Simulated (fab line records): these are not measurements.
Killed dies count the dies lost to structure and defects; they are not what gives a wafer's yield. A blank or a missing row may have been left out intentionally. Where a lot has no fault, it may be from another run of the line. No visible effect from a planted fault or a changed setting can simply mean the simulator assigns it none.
Split-lot trial	flow n5_finfet	21 wafers read from 7 lots, route of 1938 steps

## SPLIT DETAILS
At N5_BEOL_M7_EXPOSE_08 (exposes mask M7), the setting dose_mj was moved away from the recipe's 68.25 on 9 of the 21 wafers read, by -5.5% to +5.5%. This setting was run at the recipe's value on the other wafers.

## FROM THE SPLIT TO THE READING: what the file shows between them, 20 steps
- N5_BEOL_M7_PEB_09: peb time 60 s
- N5_BEOL_M7_DEVELOP_10: develop time 30 s
- N5_BEOL_M7_CD_MEAS_11: target cd 38.5 nm
- N5_BEOL_M7_DESCUM_16: chemistry O2, time 7.9 s
- N5_BEOL_M7_ETCH_61: etches SiARC in CF4, target depth 45.5 nm, time 75.8 s
- N5_BEOL_M7_ETCH_62: etches SOC in N2/H2, target depth 110 nm, overetch 22 nm, time 165 s
- N5_BEOL_M7_STRIP_68: strips in N2/H2
- N5_BEOL_M7_STRIP_67: strips in CF4
- N5_BEOL_M7_HM_OPEN_17: chemistry Cl2/BCl3, target TiN, target depth 20 nm, overetch 6 nm
- N5_BEOL_M7_STRIP_19: strips in O2
- N5_BEOL_M7_CD_MEAS_18: pitch 80 nm, target cd 40 nm
- N5_BEOL_M7_COAT_63: time 60 s, resist thk 60 nm
- N5_BEOL_M7_COAT_64: time 60 s, resist thk 12 nm
- N5_BEOL_M7_STRIP_76: strips in C4F6/O2
- N5_BEOL_M7_STRIP_36: strips in N2/H2
- N5_BEOL_M7_TRENCH_ETCH_37: etches SiCOH lowk in C4F6/O2, target depth 93.478 nm, time 31.2 s
- N5_BEOL_M7_ETCH_41: etches SiCN in CH3F/O2, target depth 31.9 nm, time 57.8 s
- N5_BEOL_M7_STRIP_80: strips in N2/H2, time 10 s
- N5_BEOL_M7_PRECLEAN_42: cleans in residue remover, time 60 s
- N5_BEOL_M7_SRD_43: time 30 s

## THE READING
cd_nm (nm) at N5_BEOL_M7_CD_MEAS_35, where the cd target is 40 nm. Fault-free wafers of this fab line usually give 40.0 nm, standard deviation 0.64 nm.

wafer	tool, chamber at the split	dose_mj as run	against the recipe	cd_nm, nm	against lot-mates on the recipe
L075.1	arfi_scanner-01, 0	68.25	recipe	40.1	-
L075.5	arfi_scanner-01, 0	69.57	+1.9%	40.6	+0.6
L075.6	arfi_scanner-01, 0	68.25	recipe	39.8	-
L079.2	arfi_scanner-02, 0	68.25	recipe	40.2	-
L079.4	arfi_scanner-02, 0	68.25	recipe	40.9	-
L079.6	arfi_scanner-02, 0	68.25	recipe	40.2	-
L078.3	arfi_scanner-01, 0	66.84	-2.1%	39.3	-0.7
L078.5	arfi_scanner-01, 0	66.84	-2.1%	39.8	-0.2
L078.6	arfi_scanner-01, 0	68.25	recipe	40.0	-
L085.1	arfi_scanner-03, 0	70.32	+3.0%	40.7	no lot-mate on the recipe
L085.2	arfi_scanner-03, 0	70.32	+3.0%	41.5	no lot-mate on the recipe
L085.3	arfi_scanner-03, 0	70.32	+3.0%	40.9	no lot-mate on the recipe
L091.3	arfi_scanner-03, 0	64.47	-5.5%	37.6	-1.4
L091.4	arfi_scanner-03, 0	68.25	recipe	38.9	-
L091.5	arfi_scanner-03, 0	68.25	recipe	39.1	-
L093.3	arfi_scanner-02, 0	68.25	recipe	39.8	-
L093.4	arfi_scanner-02, 0	71.99	+5.5%	42.2	+2.4
L093.5	arfi_scanner-02, 0	71.99	+5.5%	42.5	+2.7
L092.2	arfi_scanner-01, 0	68.25	recipe	39.0	-
L092.3	arfi_scanner-01, 0	68.25	recipe	40.1	-
L092.5	arfi_scanner-01, 0	68.25	recipe	39.5	-

THE FIT
A straight line over all 21 wafers: cd_nm changes by +0.404 nm for each +1% of dose_mj; r = +0.89; the points scatter about the line by 0.51 nm.
The same after taking each lot's own level away (the mean of its wafers on the recipe; 18 wafers): +0.373 nm for each +1%; r = +0.93; scatter 0.36 nm.
The reading moves by 2.1 nm for the largest change in dose_mj, on that fit.
Measured against the standard deviation above, the lots' own levels, which go from 39.00 to 40.43 nm, span 2.2 times it.
The two slopes agree, so the slope changes little with the lot-to-lot level.
Check: -2.26 nm against its lot-mates is what the line predicts for one of the wafers moved furthest among these (-5.5%) when that wafer is left out of the fit. It came out at -1.4 nm against them.

## THE WHOLE CHAIN: every reading that the file lists as answering this split, in the file's order
step	what it does	reading	change (the file's fit)	r (the file's)
N5_BEOL_M7_CD_MEAS_11	target cd 38.5 nm	cd_nm	+0.424 nm for each +1% of the setting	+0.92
N5_BEOL_M7_ETCH_61	etches SiARC in CF4, target depth 45.5 nm, time 75.8 s	BEOL_M7.cd_offset_nm (the simulator's own value, which no gauge read)	+0.41 nm for each +1% of the setting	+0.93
N5_BEOL_M7_ETCH_62	etches SOC in N2/H2, target depth 110 nm, overetch 22 nm, time 165 s	BEOL_M7.cd_offset_nm (the simulator's own value, which no gauge read)	+0.417 nm for each +1% of the setting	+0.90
N5_BEOL_M7_CD_MEAS_18	pitch 80 nm, target cd 40 nm	cd_nm	+0.412 nm for each +1% of the setting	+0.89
N5_BEOL_M7_CD_MEAS_35	target cd 40 nm	cd_nm	+0.352 nm for each +1% of the setting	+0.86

## THE FILE'S OWN FIT
cd_nm changes by +0.352 nm for each +1% of dose_mj, r = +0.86.
